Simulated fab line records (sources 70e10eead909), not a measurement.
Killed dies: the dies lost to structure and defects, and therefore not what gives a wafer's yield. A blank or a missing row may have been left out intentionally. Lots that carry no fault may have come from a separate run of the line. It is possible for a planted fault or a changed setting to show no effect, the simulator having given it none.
The tool behind it: which one?    flow nandHarc    72 wafers from 24 lots sampled at 6 of the route's 1159 steps

## WHAT THE GAUGES SHOWED, per wafer
NHARC_A_CONTACT_INSPECT_23.
lot   measured      on                rawDefectCount
L074  day 16 19:11  defectInspect-02  1023 773 538
L075  day 17 11:02  defectInspect-02  395 413 353
L076  day 17 16:23  defectInspect-01  372 291 321
L077  day 17 18:07  defectInspect-02  442 423 443
L078  day 17 22:54  defectInspect-01  322 274 427
L082  day 18 15:37  defectInspect-01  454 556 692
L079  day 18 20:58  defectInspect-02  414 274 436
L080  day 18 22:55  defectInspect-02  527 358 321
L081  day 19 04:21  defectInspect-01  807 481 561
L085  day 19 15:31  defectInspect-01  420 510 605
L084  day 19 15:50  defectInspect-01  650 776 889
L087  day 19 19:50  defectInspect-01  445 406 501
L086  day 19 20:43  defectInspect-02  515 595 452
L083  day 19 23:30  defectInspect-01  410 335 562
L089  day 20 12:37  defectInspect-01  348 347 596
L088  day 20 13:20  defectInspect-02  284 675 349
L090  day 21 14:11  defectInspect-02  410 467 452
L092  day 21 15:55  defectInspect-01  489 531 409
L093  day 21 16:25  defectInspect-02  440 427 508
L094  day 21 17:56  defectInspect-02  431 428 369
L091  day 22 00:14  defectInspect-01  385 416 299
L096  day 22 21:37  defectInspect-01  734 833 504
L095  day 22 23:47  defectInspect-02  470 387 358
L097  day 23 09:22  defectInspect-02  332 336 360

NHARC_A_M1_CD_MEAS_09: target cd 120 nm.
lot   measured      on        cdNm (nm)
L074  day 17 04:34  cdSem-01  119.8 120.5 119.5
L075  day 17 22:13  cdSem-02  119.5 119.2 118.5
L076  day 18 04:07  cdSem-01  119.4 119.6 119.5
L077  day 18 05:11  cdSem-01  118.9 119.8 118.6
L078  day 18 07:35  cdSem-02  119.2 119.5 119.3
L082  day 19 02:57  cdSem-03  120.2 120.2 121.1
L079  day 19 06:11  cdSem-01  120.2 120.5 120.8
L080  day 19 07:43  cdSem-02  120.6 120.6 120.6
L081  day 19 20:13  cdSem-03  120.0 119.0 119.9
L085  day 20 00:04  cdSem-02  120.5 120.1 120.2
L084  day 20 00:11  cdSem-01  119.5 120.2 119.7
L087  day 20 04:51  cdSem-01  120.6 119.0 119.3
L086  day 20 05:16  cdSem-02  119.7 118.6 119.3
L083  day 20 08:25  cdSem-03  118.9 118.5 119.7
L089  day 20 23:35  cdSem-02  119.4 119.1 120.2
L088  day 21 00:35  cdSem-01  119.8 120.2 121.0
L090  day 22 03:33  cdSem-02  118.9 120.6 119.1
L092  day 22 04:10  cdSem-02  119.6 119.1 120.2
L093  day 22 04:28  cdSem-03  119.4 119.8 119.1
L094  day 22 05:30  cdSem-01  120.0 120.2 119.8
L091  day 22 16:18  cdSem-03  121.4 120.3 119.7
L096  day 23 06:09  cdSem-02  119.0 119.7 119.5
L095  day 23 08:52  cdSem-03  120.5 119.8 120.0
L097  day 23 20:44  cdSem-03  119.3 120.0 118.8

NHARC_A_M1_INSPECT_27.
lot   measured      on                rawDefectCount
L074  day 17 07:28  defectInspect-01  299 403 494
L075  day 18 00:58  defectInspect-01  620 569 492
L076  day 18 06:52  defectInspect-02  553 540 437
L077  day 18 10:09  defectInspect-02  320 333 343
L078  day 18 10:28  defectInspect-01  317 459 364
L082  day 19 05:47  defectInspect-01  758 637 654
L079  day 19 15:03  defectInspect-02  798 847 811
L080  day 19 15:38  defectInspect-02  1169 426 625
L081  day 19 23:14  defectInspect-01  423 516 408
L085  day 20 02:51  defectInspect-01  392 381 554
L084  day 20 02:58  defectInspect-01  420 312 514
L087  day 20 07:51  defectInspect-02  509 690 566
L086  day 20 08:11  defectInspect-01  531 601 481
L083  day 20 11:14  defectInspect-01  542 430 771
L089  day 21 02:22  defectInspect-02  597 456 496
L088  day 21 03:21  defectInspect-01  310 419 259
L090  day 22 06:19  defectInspect-02  592 394 450
L092  day 22 06:56  defectInspect-02  494 423 328
L093  day 22 07:29  defectInspect-02  360 325 534
L094  day 22 08:23  defectInspect-01  420 349 324
L091  day 22 19:07  defectInspect-02  484 480 610
L096  day 23 09:33  defectInspect-01  280 357 432
L095  day 23 11:43  defectInspect-02  897 594 528
L097  day 23 23:38  defectInspect-01  687 610 872

## WHAT TOOL EACH LOT RAN ON (gives the tool, then ch and the chambers of the sampled wafers, and finally the start)
lot   NHARC_A_CONTACT_ETCH_110           NHARC_A_M0_PVD_20                       NHARC_A_M1_PVD_21
L074  rieDiel-03 ch 1,3, day 16 11:49    pvdSputter-02, day 17 04:34 or earlier  pvdSputter-01, day 17 07:28 or earlier
L075  rieDiel-03 ch 0,1,3, day 17 05:25  pvdSputter-02, day 17 22:13 or earlier  pvdSputter-03, day 18 00:58 or earlier
L076  rieDiel-10 ch 0,1,3, day 17 11:28  pvdSputter-01, day 18 04:07 or earlier  pvdSputter-03, day 18 06:52 or earlier
L077  rieDiel-10 ch 1,2,3, day 17 13:25  pvdSputter-03, day 18 05:11 or earlier  pvdSputter-01, day 18 10:09 or earlier
L078  rieDiel-03 ch 2,3, day 17 17:49    pvdSputter-03, day 18 07:35 or earlier  pvdSputter-03, day 18 10:28 or earlier
L082  rieDiel-12 ch 0,2,3, day 18 10:15  pvdSputter-01, day 19 02:57 or earlier  pvdSputter-01, day 19 05:47 or earlier
L079  rieDiel-10 ch 0,1, day 18 15:53    pvdSputter-01, day 19 06:11 or earlier  pvdSputter-01, day 19 15:03 or earlier
L080  rieDiel-10 ch 1,2, day 18 20:43    pvdSputter-01, day 19 07:43 or earlier  pvdSputter-01, day 19 15:38 or earlier
L081  rieDiel-03 ch 0,2,3, day 19 01:57  pvdSputter-01, day 19 20:13 or earlier  pvdSputter-03, day 19 23:14 or earlier
L085  rieDiel-03 ch 1,3, day 19 12:43    pvdSputter-03, day 20 00:04 or earlier  pvdSputter-03, day 20 02:51 or earlier
L084  rieDiel-12 ch 0,1,3, day 19 13:14  pvdSputter-01, day 20 00:11 or earlier  pvdSputter-02, day 20 02:58 or earlier
L087  rieDiel-03 ch 1,2, day 19 17:34    pvdSputter-01, day 20 04:51 or earlier  pvdSputter-01, day 20 07:51 or earlier
L086  rieDiel-12 ch 2,3, day 19 18:34    pvdSputter-02, day 20 05:16 or earlier  pvdSputter-01, day 20 08:11 or earlier
L083  rieDiel-12 ch 1,2,3, day 19 21:22  pvdSputter-03, day 20 08:25 or earlier  pvdSputter-03, day 20 11:14 or earlier
L089  rieDiel-03 ch 1,2,3, day 20 09:50  pvdSputter-03, day 20 23:35 or earlier  pvdSputter-03, day 21 02:22 or earlier
L088  rieDiel-12 ch 0,1,2, day 20 09:56  pvdSputter-03, day 21 00:35 or earlier  pvdSputter-02, day 21 03:21 or earlier
L090  rieDiel-10 ch 0,1,2, day 21 04:13  pvdSputter-01, day 22 03:33 or earlier  pvdSputter-01, day 22 06:19 or earlier
L092  rieDiel-10 ch 0,2,3, day 21 13:40  pvdSputter-01, day 22 04:10 or earlier  pvdSputter-02, day 22 06:56 or earlier
L093  rieDiel-10 ch 0,2,3, day 21 14:13  pvdSputter-01, day 22 04:28 or earlier  pvdSputter-01, day 22 06:01
L094  rieDiel-10 ch 0,1,3, day 21 15:45  pvdSputter-02, day 22 05:30 or earlier  pvdSputter-02, day 22 08:23 or earlier
L091  rieDiel-10 ch 0,2,3, day 21 19:02  pvdSputter-02, day 22 16:18 or earlier  pvdSputter-03, day 22 19:07 or earlier
L096  rieDiel-10 ch 0,2,3, day 22 19:28  pvdSputter-03, day 23 06:09 or earlier  pvdSputter-02, day 23 09:33 or earlier
L095  rieDiel-12 ch 0,2,3, day 22 21:37  pvdSputter-03, day 23 08:52 or earlier  pvdSputter-03, day 23 11:43 or earlier
L097  rieDiel-12 ch 0,2,3, day 23 04:22  pvdSputter-01, day 23 20:44 or earlier  pvdSputter-03, day 23 23:38 or earlier
- NHARC_A_CONTACT_ETCH_110: etches the open film in CF4/O2, target depth 50 nm, overetch 5 nm, time 27.5 s.
- NHARC_A_M0_PVD_20: deposits TaN, target thk 5 nm, time 8.06 s.
- NHARC_A_M1_PVD_21: deposits Cu, target thk 30 nm, time 20.49 s.

## AS READ BY THE TOOLS THEMSELVES (means over the sampled wafers that have a number; for cases with no such wafer, the mark the record gives instead)
NHARC_A_CONTACT_ETCH_110.
lot   tool        biasW (W)  chamberPressureMTorr (mTorr)  drypumpMotorCurrentA (A)  oesProductAu (a.u.)  rfVppV (V)  showerheadPlenumPTorr (Torr)  throttleValvePct (%)
L074  rieDiel-03  100.2      29.991                        5.6                       1.014                197.6       1.33                          13.397
L075  rieDiel-03  100.0      30.011                        5.3                       1.015                198.0       1.33                          13.395
L076  rieDiel-10  100.1      29.993                        5.8                       1.016                197.0       1.31                          13.393
L077  rieDiel-10  99.7       29.993                        5.8                       1.004                196.1       1.27                          13.396
L078  rieDiel-03  99.8       30.020                        5.5                       1.017                197.9       1.35                          13.398
L082  rieDiel-12  100.0      30.030                        5.7                       0.991                198.2       1.37                          13.391
L079  rieDiel-10  99.8       29.988                        6.2                       1.022                198.1       1.32                          13.389
L080  rieDiel-10  100.0      29.981                        6.2                       1.018                196.7       1.28                          13.394
L081  rieDiel-03  100.0      29.995                        5.5                       1.007                197.0       1.33                          13.391
L085  rieDiel-03  99.8       29.996                        5.7                       1.016                197.7       1.32                          13.407
L084  rieDiel-12  100.0      29.995                        5.6                       1.000                198.0       1.33                          13.395
L087  rieDiel-03  100.6      30.002                        5.0                       1.009                198.3       1.35                          13.400
L086  rieDiel-12  99.7       30.014                        5.6                       1.000                198.0       1.36                          13.404
L083  rieDiel-12  99.8       30.011                        5.8                       1.006                198.2       1.34                          13.400
L089  rieDiel-03  100.3      30.017                        5.4                       1.011                197.2       1.34                          13.405
L088  rieDiel-12  100.1      29.997                        5.9                       0.996                197.8       1.34                          13.394
L090  rieDiel-10  100.1      29.993                        5.7                       1.009                197.4       1.30                          13.394
L092  rieDiel-10  100.0      30.023                        5.4                       1.012                196.9       1.29                          13.397
L093  rieDiel-10  99.8       29.983                        5.4                       1.018                196.6       1.29                          13.395
L094  rieDiel-10  100.4      30.006                        5.9                       1.007                198.0       1.31                          13.391
L091  rieDiel-10  100.0      29.993                        5.4                       1.020                196.9       1.29                          13.400
L096  rieDiel-10  100.0      29.993                        5.4                       1.014                196.4       1.29                          13.402
L095  rieDiel-12  99.9       29.992                        5.7                       1.000                198.1       1.36                          13.391
L097  rieDiel-12  99.8       30.008                        5.7                       0.994                198.7       1.36                          13.393

NHARC_A_M0_PVD_20.
lot   tool           substrateTempC (C)  throttleValvePct (%)
L074  pvdSputter-02  49.92               30.1
L075  pvdSputter-02  50.13               29.5
L076  pvdSputter-01  50.04               29.8
L077  pvdSputter-03  50.07               30.2
L078  pvdSputter-03  49.90               30.3
L082  pvdSputter-01  50.04               30.5
L079  pvdSputter-01  49.96               29.7
L080  pvdSputter-01  49.97               30.4
L081  pvdSputter-01  49.98               30.0
L085  pvdSputter-03  50.14               30.6
L084  pvdSputter-01  50.01               30.2
L087  pvdSputter-01  50.08               30.1
L086  pvdSputter-02  50.13               29.6
L083  pvdSputter-03  50.03               30.2
L089  pvdSputter-03  49.95               30.2
L088  pvdSputter-03  49.99               30.2
L090  pvdSputter-01  50.02               30.2
L092  pvdSputter-01  50.05               29.7
L093  pvdSputter-01  50.03               30.1
L094  pvdSputter-02  50.08               29.6
L091  pvdSputter-02  49.95               29.2
L096  pvdSputter-03  50.00               30.0
L095  pvdSputter-03  49.85               29.9
L097  pvdSputter-01  49.95               29.8

NHARC_A_M1_PVD_21.
lot   tool           substrateTempC (C)  throttleValvePct (%)
L074  pvdSputter-01  30.01               29.8
L075  pvdSputter-03  29.96               29.8
L076  pvdSputter-03  30.11               30.3
L077  pvdSputter-01  29.96               30.0
L078  pvdSputter-03  30.01               30.2
L082  pvdSputter-01  30.02               29.8
L079  pvdSputter-01  29.94               30.2
L080  pvdSputter-01  30.05               30.0
L081  pvdSputter-03  29.96               30.3
L085  pvdSputter-03  30.07               29.9
L084  pvdSputter-02  29.88               29.5
L087  pvdSputter-01  29.95               30.3
L086  pvdSputter-01  29.96               29.9
L083  pvdSputter-03  30.02               30.1
L089  pvdSputter-03  30.03               30.3
L088  pvdSputter-02  29.97               29.7
L090  pvdSputter-01  30.09               29.7
L092  pvdSputter-02  30.01               30.4
L093  pvdSputter-01  30.03               29.8
L094  pvdSputter-02  30.02               29.6
L091  pvdSputter-03  29.99               29.8
L096  pvdSputter-02  29.99               30.1
L095  pvdSputter-03  30.05               29.6
L097  pvdSputter-03  30.03               30.1

## THE ANSWER, worked out from the rows above alone
Rule: what is usual is taken from the lots themselves. Put in order of their means at a reading, lots are off if they are a third of the lots or fewer, leave a main group of 4 or more, and stand apart from it by a gap of 3 or more times the standard deviation of the main group's means; of several such gaps the widest counts. Not used: any main group whose means are identical at the precision the tables above print for the reading. Also off: a lot with no number at a reading for which 4 or more lots have one. Any other lot the step has rows for is counted as sound. The gauges are gone through in route order, then the tools' own readings, and for those a lot's mean is taken as printed above. At the first step where some lot is off, the reading lying furthest off is the one used; lots without a number count as furthest.
No lot is off at any reading shown: from this, nothing can be told.

## WHAT THE SIMULATOR HAD INSERTED
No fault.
